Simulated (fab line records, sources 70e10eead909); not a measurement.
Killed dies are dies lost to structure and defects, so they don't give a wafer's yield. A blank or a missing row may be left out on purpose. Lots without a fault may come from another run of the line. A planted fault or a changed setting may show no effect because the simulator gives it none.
fab line records | flow nand_harc
record lots=11 wafers=33 last_day=24
route steps=1159 shown P_M0@277 P_M1@307 P_M2@325
lots that met no fault: from a run of the same line without faults
start_h: hours from the record's first day to the start of the lot's first wafer shown | wait_h: hours since the lot's step before | " the same as in the row above | L1.1+2: a row that stands for several wafers | - no value, or no start given | * or withheld: withheld | < > ~ a bound
route shown NAME@n: a module of which the file shows steps, and the number in the route of the first | usual: mean/standard deviation of fault-free wafers | same: alike in all rows | chamber/n: place in a boat | sites: the reading at each site | _std_site: their standard deviation | _edge_site: outer sites' mean less inner sites' | radius_mm: how far each site lies from the wafer's centre | mask NAME#n: copy n | behind: the tool/chamber that last shaped the wafer | hold: why the lot was held/for how many hours/how that ended | device: the transistor (n, p or np) that didn't switch | end of line: the same wafers' tests at the end of the route | a step without rows: its recipe alone | killed: dies lost to structure and defects at the first sort, not the wafer's yield | map: a wafer's dies, x killed, . not, _ none there
set.NAME: the setting as run; set.NAME@STEP: as run at that earlier step | model.NAME: the simulator's own value behind a step, which no gauge read
steps of the route over a sample of lots; a table a step, a row a wafer
services: from which hour (start_h, from the record's first day; less than 0 if before it) a tool's chamber was out of use, for how many hours, and why
## steps
# step NHARC_P_M0_ANNEAL_30
# recipe temp_c=225 time_s=90
# usual wafer_temp_C_max=225.99/0.24
# same time_s=90
# columns lot.wafer tool chamber start_h wait_h wafer_temp_C_max
L697.2 rtp_anneal-02 0 128.19 - 226.00
L697.5 " 0 " " 225.79
L697.6 " 0 " " 225.92
L696.1 rtp_anneal-01 0 128.82 - 226.41
L696.3 " 0 " " 226.08
L696.6 " 0 " " 225.83
L695.1 rtp_anneal-01 0 129.37 0.3 226.14
L695.3 " 0 " " 226.08
L695.4 " 0 " " 225.78
L698.2 rtp_anneal-01 0 138.63 0.4 226.12
L698.3 " 0 " " 226.26
L698.4 " 0 " " 225.99
L699.3 rtp_anneal-01 0 139.24 - 226.23
L699.4 " 0 " " 225.96
L699.6 " 0 " " 225.95
L700.3 rtp_anneal-02 0 146.48 0.3 225.92
L700.4 " 0 " " 226.28
L700.5 " 0 " " 225.64
L701.2 rtp_anneal-01 0 153.42 - 226.17
L701.5 " 0 " " 226.11
L701.6 " 0 " " 226.28
L710.1 rtp_anneal-02 0 215.41 0.3 225.57
L710.4 " 0 " " 225.91
L710.5 " 0 " " 225.64
L714.1 rtp_anneal-01 0 230.03 - 226.04
L714.3 " 0 " " 226.15
L714.6 " 0 " " 225.67
L717.1 rtp_anneal-02 0 247.23 - 226.14
L717.2 " 0 " " 225.89
L717.6 " 0 " " 225.73
L718.2 rtp_anneal-01 0 249.40 - 226.28
L718.3 " 0 " " 226.23
L718.6 " 0 " " 225.86
# step NHARC_P_M1_PVD_20
# recipe target_thk_a=50 bias_v=168.6 power_w=15000 chamber_pressure_pa=0.12 time_s=8.06 substrate_temp_c=50 material=TaN
# usual throttle_valve_pct=30.3/0.74
# same time_s=8.06
# columns lot.wafer tool chamber start_h wait_h throttle_valve_pct
L697.2 pvd_sputter-01 - - - 29.3
L697.6 " - " " 29.0
L697.5 " - " " 29.6
L696.1 pvd_sputter-01 - - - 31.3
L696.3 " - " " 29.5
L696.6 " - " " 31.5
L695.3 pvd_sputter-01 - - - 31.6
L695.1 " - " " 28.6
L695.4 " - " " 29.4
L698.2 pvd_sputter-01 - - - 31.6
L698.4 " - " " 29.0
L698.3 " - " " 29.4
L699.4 pvd_sputter-02 - - - 31.2
L699.3 " - " " 30.7
L699.6 " - " " 30.5
L700.3 pvd_sputter-02 - - - 31.4
L700.4 " - " " 30.6
L700.5 " - " " 30.4
L701.2 pvd_sputter-02 - - - 30.5
L701.6 " - " " 31.1
L701.5 " - " " 30.3
L710.1 pvd_sputter-01 - - - 29.2
L710.4 " - " " 31.4
L710.5 " - " " 29.3
L714.1 pvd_sputter-02 - - - 31.1
L714.3 " - " " 30.2
L714.6 " - " " 30.2
L717.2 pvd_sputter-01 - - - 29.2
L717.1 " - " " 30.4
L717.6 " - " " 30.1
L718.3 pvd_sputter-01 - - - 29.9
L718.2 " - " " 31.2
L718.6 " - " " 29.5
# step NHARC_P_M2_EXPOSE_06
# recipe na=1.35 target_cd_nm=170 dose_mj=80.78 mask_id=P_M2
# usual exposure_dose_mJ_cm2=80.78/0.091
# columns lot.wafer tool chamber start_h wait_h mask exposure_dose_mJ_cm2
L697.2 arfi_scanner-03 0 134.38 - P_M2#0 80.57
L697.5 " 0 " " P_M2#0 80.59
L697.6 " 0 " " P_M2#0 80.72
L696.1 arfi_scanner-01 0 135.37 - P_M2#0 80.69
L696.3 " 0 " " P_M2#0 80.77
L696.6 " 0 " " P_M2#0 80.80
L695.1 arfi_scanner-03 0 135.78 - P_M2#0 80.70
L695.3 " 0 " " P_M2#0 80.86
L695.4 " 0 " " P_M2#0 80.79
L698.2 arfi_scanner-02 0 145.06 - P_M2#0 80.77
L698.3 " 0 " " P_M2#0 80.79
L698.4 " 0 " " P_M2#0 80.74
L699.3 arfi_scanner-03 0 145.40 - P_M2#0 80.81
L699.4 " 0 " " P_M2#0 80.84
L699.6 " 0 " " P_M2#0 80.94
L700.3 arfi_scanner-01 0 152.67 - P_M2#0 80.84
L700.4 " 0 " " P_M2#0 81.03
L700.5 " 0 " " P_M2#0 80.94
L701.2 arfi_scanner-03 0 159.55 - P_M2#0 80.77
L701.5 " 0 " " P_M2#0 80.80
L701.6 " 0 " " P_M2#0 80.80
L710.1 arfi_scanner-03 0 222.18 - P_M2#0 78.28
L710.4 " 0 " " P_M2#0 78.27
L710.5 " 0 " " P_M2#0 78.24
L714.1 arfi_scanner-02 0 236.69 - P_M2#0 80.78
L714.3 " 0 " " P_M2#0 80.78
L714.6 " 0 " " P_M2#0 80.72
L717.1 arfi_scanner-01 0 253.57 - P_M2#0 80.75
L717.2 " 0 " " P_M2#0 80.55
L717.6 " 0 " " P_M2#0 80.76
L718.2 arfi_scanner-01 0 258.78 - P_M2#0 80.87
L718.3 " 0 " " P_M2#0 80.73
L718.6 " 0 " " P_M2#0 81.02
# step NHARC_P_M2_CD_MEAS_09
# recipe target_cd_nm=170 landing_energy_ev=500
# usual cd_nm=169.7/0.87
# columns lot.wafer tool chamber start_h wait_h cd_nm
L697.2 cd_sem-02 0 134.52 - 170.9
L697.5 " 0 " " 170.1
L697.6 " 0 " " 170.8
L696.1 cd_sem-01 0 135.51 - 168.4
L696.3 " 0 " " 169.6
L696.6 " 0 " " 169.5
L695.1 cd_sem-02 0 135.92 - 168.1
L695.3 " 0 " " 169.0
L695.4 " 0 " " 169.0
L698.2 cd_sem-03 0 145.20 - 169.7
L698.3 " 0 " " 170.3
L698.4 " 0 " " 170.0
L699.3 cd_sem-02 0 145.53 - 170.3
L699.4 " 0 " " 170.8
L699.6 " 0 " " 169.7
L700.3 cd_sem-03 0 152.80 - 169.5
L700.4 " 0 " " 168.0
L700.5 " 0 " " 168.4
L701.2 cd_sem-03 0 159.69 - 169.6
L701.5 " 0 " " 168.9
L701.6 " 0 " " 170.2
L710.1 cd_sem-01 0 222.32 - 179.1
L710.4 " 0 " " 174.5
L710.5 " 0 " " 174.5
L714.1 cd_sem-03 0 236.83 - 170.2
L714.3 " 0 " " 170.5
L714.6 " 0 " " 170.6
L717.1 cd_sem-01 0 253.71 - 170.7
L717.2 " 0 " " 169.1
L717.6 " 0 " " 170.0
L718.2 cd_sem-03 0 258.92 - 167.1
L718.3 " 0 " " 168.8
L718.6 " 0 " " 168.0
# step NHARC_P_M2_ETCH_15
# recipe target_depth_a=1825 time_s=91.2 c4f8_flow_sccm=withheld ar_flow_sccm=400 rf_w=600 bias_w=300 chemistry=C4F8/Ar
# usual oes_product_au=0.951/0.024 rf_vpp_V=439.7/2.6
# same time_s=91.2
# columns lot.wafer tool chamber start_h wait_h oes_product_au rf_hours_counter_h rf_vpp_V
L697.2 rie_diel-03 1 - - 0.949 31 438.6
L697.6 " 3 " " 0.959 - 438.9
L697.5 " 2 " " 0.955 - 444.4
L696.3 rie_diel-05 2 - - 0.967 5 436.5
L696.1 " 3 " " 0.995 5 440.1
L696.6 " 1 " " 0.983 - 437.8
L695.4 rie_diel-05 3 - - 0.982 5 440.2
L695.1 " 1 " " 1.010 5 438.0
L695.3 " 2 " " 0.973 5 436.2
L698.2 rie_diel-05 2 - - 0.975 6 437.7
L698.3 " 3 " " 0.981 5 440.5
L698.4 " 0 " " 0.950 5 441.2
L699.4 rie_diel-12 3 - - 0.926 20 444.1
L699.3 " 1 " " 0.930 21 438.7
L699.6 " 3 " " 0.937 - 442.2
L700.3 rie_diel-05 3 - - 0.976 6 440.4
L700.5 " 1 " " 0.979 - 436.3
L700.4 " 0 " " 0.963 - 442.3
L701.2 rie_diel-05 0 - - 0.964 6 442.1
L701.5 " 0 " " 0.966 - 443.7
L701.6 " 1 " " 0.975 - 436.9
L710.1 rie_diel-05 2 222.77 0.1 0.920 2 437.1
L710.4 " 2 " " 0.918 - 436.0
L710.5 " 3 " " 0.926 - 439.9
L714.1 rie_diel-12 1 - - 0.944 4 437.8
L714.3 " 2 " " 0.936 5 444.5
L714.6 " 3 " " 0.949 - 444.9
L717.2 rie_diel-05 3 - - 0.958 3 441.1
L717.1 " 0 " " 0.940 3 441.3
L717.6 " 1 " " 0.968 - 436.0
L718.2 rie_diel-05 0 - - 0.901 4 442.7
L718.3 " 1 " " 0.954 3 437.7
L718.6 " 0 " " 0.910 - 441.6
## services
# columns tool chamber start_h hours kind
arfi_scanner-02 - 120.46 1.3 repair
pvd_sputter-01 - 121.60 3.0 repair
rie_diel-03 0 133.06 6.9 repair
arfi_scanner-03 - 140.00 4.0 pm
rie_diel-05 2 147.80 9.8 repair
pvd_sputter-01 - 149.57 1.4 repair
pvd_sputter-02 - 152.70 2.4 repair
pvd_sputter-01 - 158.00 10.0 pm
rie_diel-05 - 163.60 9.0 pm
pvd_sputter-01 - 173.37 2.2 repair
arfi_scanner-03 - 180.73 0.6 repair
rie_diel-05 - 193.21 0.1 repair
arfi_scanner-01 - 196.00 4.0 pm
rie_diel-12 - 202.40 9.0 pm
arfi_scanner-03 - 206.27 4.3 repair
pvd_sputter-02 - 214.00 10.0 pm
rie_diel-03 - 215.32 9.0 pm
arfi_scanner-02 - 215.55 4.1 repair
rie_diel-05 1 217.38 12.8 repair
rie_diel-05 0 221.54 1.6 repair
rie_diel-03 0 231.06 2.7 repair
rie_diel-05 3 243.16 6.4 repair
arfi_scanner-02 - 253.09 1.4 repair
arfi_scanner-02 - 256.00 4.0 pm
## key
first_sign step=NHARC_P_M2_EXPOSE_06 reading=exposure_dose_mJ_cm2 direction=down sigmas=28 usual=80.78 struck=78.26
effect step=NHARC_P_M2_CD_MEAS_09 reading=cd_nm direction=up sigmas=7.3 usual=169.7 struck=176.1 through=control_loop
met_at NHARC_P_M2_EXPOSE_06
struck_lots L710
loop_trim step=NHARC_P_M2_EXPOSE_06 setting=dose lots=L710
not_acting_at NHARC_P_M0_ANNEAL_30,NHARC_P_M1_PVD_20,NHARC_P_M2_ETCH_15
onset_between 159.55 222.18
fault kind=process_parameter_drift tool=arfi_scanner-03 chamber=- onset_h=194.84 steps=NHARC_P_M2_EXPOSE_06 channel=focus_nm offset=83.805 spread_by_wafer=0.3 shape=step end_h=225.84
# loop_trim: a control loop set the setting to another value than it would have without faults
